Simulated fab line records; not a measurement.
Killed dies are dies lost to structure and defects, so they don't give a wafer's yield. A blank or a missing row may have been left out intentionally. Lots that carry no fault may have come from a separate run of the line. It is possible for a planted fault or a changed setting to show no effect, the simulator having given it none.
2 desks, one fault / flow n5-finfet / each desk holds nothing but its own numbers, with what lay behind them at the end

== AT THE TOOL OWNER'S DESK: pecvd-02 ==
The tool's own readings at N5_ZERO_LAYER_PECVD_02 (deposits SiO2 from SiH4/N2O, target thk 10 nm, time 6 s): means of the sampled wafers that have a number, for each lot that ran on this tool. The brackets show how far a lot's mean lies from the usual mean; more than 4 standard deviations puts the lot out of limits, marked OUT.
Columns: A = heater-power-w at N5_ZERO_LAYER_PECVD_02, usual 795 W; B = showerhead-plenum-p-Torr at N5_ZERO_LAYER_PECVD_02, usual 8.06 Torr
lot=L819; first seen here=day 1 12:19; A=784; B=8.01
lot=L831; first seen here=day 4 12:17; A=852; B=8.05
lot=L834; first seen here=day 5 06:17; A=767; B=8.01
lot=L835; first seen here=day 5 12:17; A=792; B=7.97
lot=L836; first seen here=day 5 18:17; A=898; B=8.05
This desk's finding: nothing out of limits on any of the 5 lots.

== THE DEFECT DESK ==
What the inspections along the route counted, lot by lot: means of the sampled wafers that have a number. The brackets show how far a lot's mean lies from the usual mean; more than 4 standard deviations puts the lot out of limits, marked OUT.
Columns: A = raw-defect-count at N5_START_INSPECT_01, usual 6.0
lot=L819; first seen here=day 1 12:02; A=4.7
lot=L831; first seen here=day 4 12:02; A=4.3
lot=L834; first seen here=day 5 06:02; A=7.5
lot=L835; first seen here=day 5 12:02; A=8.5
lot=L836; first seen here=day 5 18:02; A=5.0
lot=L837; first seen here=day 6 00:02; A=6.7
lot=L842; first seen here=day 7 06:02; A=7.3
This desk's finding: nothing out of limits on any of the 7 lots.

== TAKEN TOGETHER ==
The desk of the tool owner found nothing out of limits.
The defect desk saw nothing out of limits.

== WHAT WAS PUT IN BY THE SIMULATOR ==
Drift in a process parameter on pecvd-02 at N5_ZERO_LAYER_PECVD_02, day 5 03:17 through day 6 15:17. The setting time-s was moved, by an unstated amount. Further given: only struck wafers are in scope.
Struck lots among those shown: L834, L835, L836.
